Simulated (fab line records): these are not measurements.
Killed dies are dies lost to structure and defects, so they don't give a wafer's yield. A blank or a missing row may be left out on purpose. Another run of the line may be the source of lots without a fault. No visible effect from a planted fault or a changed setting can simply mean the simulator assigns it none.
Split-lot study + flow n5Finfet + 39 wafers read from 7 lots, route of 1938 steps

ON THE SPLIT
At N5_DUMMY_GATE_ETCH_32 (etches SiO2 in CF4, target depth 3.5 nm, time 3.9 s), the setting timeS was moved away from the recipe's 3.9 s on 15 of the 39 wafers read, by -22.4% to +18.7%. This setting was run at the recipe's value on the other wafers.

The reading is taken at the split's own step.

THE READING
etch.depthNm (the simulator's own value, which no gauge read), in nm, at N5_DUMMY_GATE_ETCH_32 (etches SiO2 in CF4, target depth 3.5 nm, time 3.9 s). There is no usual value for it anywhere in the file. Average 3.475 nm, standard deviation 0.058 nm, over the 24 wafers here run with the recipe.

| wafer  | tool, chamber at the split | timeS as run, s | against the recipe | etch.depthNm, nm | against lot-mates on the recipe |
|--------|----------------------------|-----------------|--------------------|------------------|---------------------------------|
| L077.1 | rieSi-02, 1                | 3.9             | recipe             | 3.505            | -                               |
| L077.2 | rieSi-02, 0                | 3.05            | -21.8%             | 2.695            | -0.797                          |
| L077.3 | rieSi-02, 3                | 3.05            | -21.8%             | 2.782            | -0.710                          |
| L077.4 | rieSi-02, 2                | 3.05            | -21.8%             | 2.686            | -0.806                          |
| L077.5 | rieSi-02, 1                | 3.9             | recipe             | 3.508            | -                               |
| L077.6 | rieSi-02, 0                | 3.9             | recipe             | 3.463            | -                               |
| L081.1 | rieSi-02, 2                | 3.9             | recipe             | 3.428            | -                               |
| L081.2 | rieSi-02, 3                | 3.9             | recipe             | 3.579            | -                               |
| L081.5 | rieSi-02, 3                | 3.9             | recipe             | 3.562            | -                               |
| L082.1 | rieSi-03, 1                | 3.9             | recipe             | 3.412            | -                               |
| L082.2 | rieSi-03, 3                | 3.025           | -22.4%             | 2.641            | -0.783                          |
| L082.3 | rieSi-03, 0                | 3.9             | recipe             | 3.459            | -                               |
| L082.4 | rieSi-03, 2                | 3.025           | -22.4%             | 2.741            | -0.683                          |
| L082.5 | rieSi-03, 2                | 3.025           | -22.4%             | 2.725            | -0.699                          |
| L082.6 | rieSi-03, 3                | 3.9             | recipe             | 3.401            | -                               |
| L083.1 | rieSi-02, 3                | 3.9             | recipe             | 3.532            | -                               |
| L083.2 | rieSi-02, 0                | 4.631           | +18.7%             | 4.092            | +0.601                          |
| L083.3 | rieSi-02, 1                | 4.631           | +18.7%             | 4.068            | +0.577                          |
| L083.4 | rieSi-02, 2                | 3.9             | recipe             | 3.388            | -                               |
| L083.5 | rieSi-02, 2                | 4.631           | +18.7%             | 4.011            | +0.520                          |
| L083.6 | rieSi-02, 3                | 3.9             | recipe             | 3.552            | -                               |
| L085.1 | rieSi-03, 2                | 3.074           | -21.2%             | 2.819            | -0.624                          |
| L085.2 | rieSi-03, 3                | 3.9             | recipe             | 3.415            | -                               |
| L085.3 | rieSi-03, 0                | 3.074           | -21.2%             | 2.764            | -0.679                          |
| L085.4 | rieSi-03, 1                | 3.9             | recipe             | 3.465            | -                               |
| L085.5 | rieSi-03, 1                | 3.9             | recipe             | 3.45             | -                               |
| L085.6 | rieSi-03, 0                | 3.074           | -21.2%             | 2.775            | -0.668                          |
| L090.1 | rieSi-02, 0                | 3.9             | recipe             | 3.447            | -                               |
| L090.2 | rieSi-02, 3                | 3.9             | recipe             | 3.558            | -                               |
| L090.3 | rieSi-02, 2                | 3.9             | recipe             | 3.414            | -                               |
| L090.4 | rieSi-02, 0                | 3.9             | recipe             | 3.448            | -                               |
| L090.5 | rieSi-02, 2                | 3.9             | recipe             | 3.422            | -                               |
| L090.6 | rieSi-02, 3                | 3.9             | recipe             | 3.568            | -                               |
| L092.1 | rieSi-01, 2                | 3.9             | recipe             | 3.511            | -                               |
| L092.2 | rieSi-01, 0                | 4.573           | +17.3%             | 4.035            | +0.559                          |
| L092.3 | rieSi-01, 1                | 4.573           | +17.3%             | 3.962            | +0.486                          |
| L092.4 | rieSi-01, 1                | 4.573           | +17.3%             | 3.966            | +0.490                          |
| L092.5 | rieSi-01, 2                | 3.9             | recipe             | 3.491            | -                               |
| L092.6 | rieSi-01, 0                | 3.9             | recipe             | 3.426            | -                               |

THE FIT
A straight line over all 39 wafers: etch.depthNm changes by +0.0326 nm for each +1% of timeS; r = +0.99; the points scatter about the line by 0.056 nm.
The same after taking each lot's own level away (the mean of its wafers on the recipe; 39 wafers): +0.0318 nm for each +1%; r = +0.99; scatter 0.053 nm.
According to that fit, moving timeS by its largest amount changes the reading by 0.71 nm.
Across the lots, their own levels run from 3.4240 to 3.5230 nm, a range of 1.7 times the standard deviation given above.
The two slopes are in agreement: the lot-to-lot level therefore moves the slope only a little.
Check: with one of the wafers moved furthest among these (-22.4%) left out of the fit, the line predicts -0.718 nm for it against its lot-mates. Against them it came out at -0.783 nm.

THE FILE'S OWN FIT
etch.depthNm changes by +0.032 nm for each +1% of timeS, r = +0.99.
